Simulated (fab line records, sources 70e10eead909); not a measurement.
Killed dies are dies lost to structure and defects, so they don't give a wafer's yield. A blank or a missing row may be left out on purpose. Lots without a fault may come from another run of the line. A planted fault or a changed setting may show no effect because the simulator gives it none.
Problem report in the 8D (eight disciplines) form, filled by code | flow nand_harc | the parts of the form that need people (team, actions taken, sign-off) are left out

1. THE PROBLEM
thk_nm at NHARC_A_ONON_D2_THK_MEAS_14 reads a mean of 526 nm on 4 wafers of 2 lots; wafers without a fault read 1001 nm with a standard deviation of 12. That is -40 standard deviations from the usual mean.
The step: measures by ellipsometry.
First seen on wafer L413.2, day 18 21:19, on film_metro-01. The record holds 18 wafers of 6 lots with a number at this step. Rule for "out", or "out of limits": more than 4 standard deviations from the usual mean. The other wafers with a number count as sound.

2. WHAT IT IS AND WHAT IT IS NOT
question                    | is                             | is not
which readings at this step | thk_nm                         | -
which lots                  | L413, L415                     | L400, L401, L416, L417
which wafers of those lots  | L413.2, L413.6, L415.2, L415.6 | L413.3, L415.1
read on which gauges        | film_metro-01, film_metro-02   | -
when                        | from day 18 21:19              | up to then (7 sound wafers); but 7 sound wafers of L415, L416, L417 came after

3. SUSPECTS, AND WHAT RULES EACH OUT
Counting: a tool at a process step up to the reading stays a suspect if it ran every lot that is out. Sound lots after the first of them don't rule it out here, since some wafers of a struck lot are sound.
- the gauge at NHARC_A_ONON_D2_THK_MEAS_14: ruled out. The wafers that are out were read on 2 gauges (film_metro-01, film_metro-02).
- pecvd-02 at NHARC_A_DECK1_JOINT_DEP_16 (deposits SiO2, target thk 45 nm): kept. It ran every lot that is out, first L413 (day 18 18:10); its last sound lot up to then is L401 (day 13 18:38).
- pecvd_onon-01 at NHARC_A_ONON_D2_DEP_12 (target thk 1000 nm): kept. It ran every lot that is out, first L413 (day 18 20:52); its last sound lot up to then is L401 (day 13 21:17).
Left after counting: pecvd-02 at NHARC_A_DECK1_JOINT_DEP_16, pecvd_onon-01 at NHARC_A_ONON_D2_DEP_12.

4. THE CAUSE (what the simulator had put in)
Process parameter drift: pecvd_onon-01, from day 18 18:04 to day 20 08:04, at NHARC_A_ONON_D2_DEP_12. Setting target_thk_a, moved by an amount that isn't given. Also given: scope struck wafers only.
Counting left 2 suspects, and this tool is among them.

5. THE CHAIN OF EFFECTS, in route order
Each row: a reading whose mean over the struck wafers that have a number lies more than 3 standard deviations from the usual. Only readings for which the record gives a usual standard deviation are gone through. hours: the time from each lot's start at the first step in this table that gives one to its start at this step, as a median over the lots. sigmas: the change in usual standard deviations.
hours | step                        | reading         | usual   | on struck wafers | change | sigmas
0     | NHARC_A_ONON_D2_THK_MEAS_14 | thk_nm          | 1001 nm | 526              | -474   | -40
286   | NHARC_END_SORT_01           | killed_at_array | 55      | 670              | +616   | +32
286   | NHARC_END_SORT_01           | killed_dies     | 60      | 677              | +617   | +31

6. WHAT WOULD HAVE CAUGHT IT SOONER
In this record the first reading out of limits at a measuring or inspecting step was taken at day 18 21:19, 3 hours after the fault began at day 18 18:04.
Of the lots that are out (2), L415 began NHARC_A_ONON_D2_DEP_12 on pecvd_onon-01 after day 18 21:19. A hold on the tool at that time would have spared it.
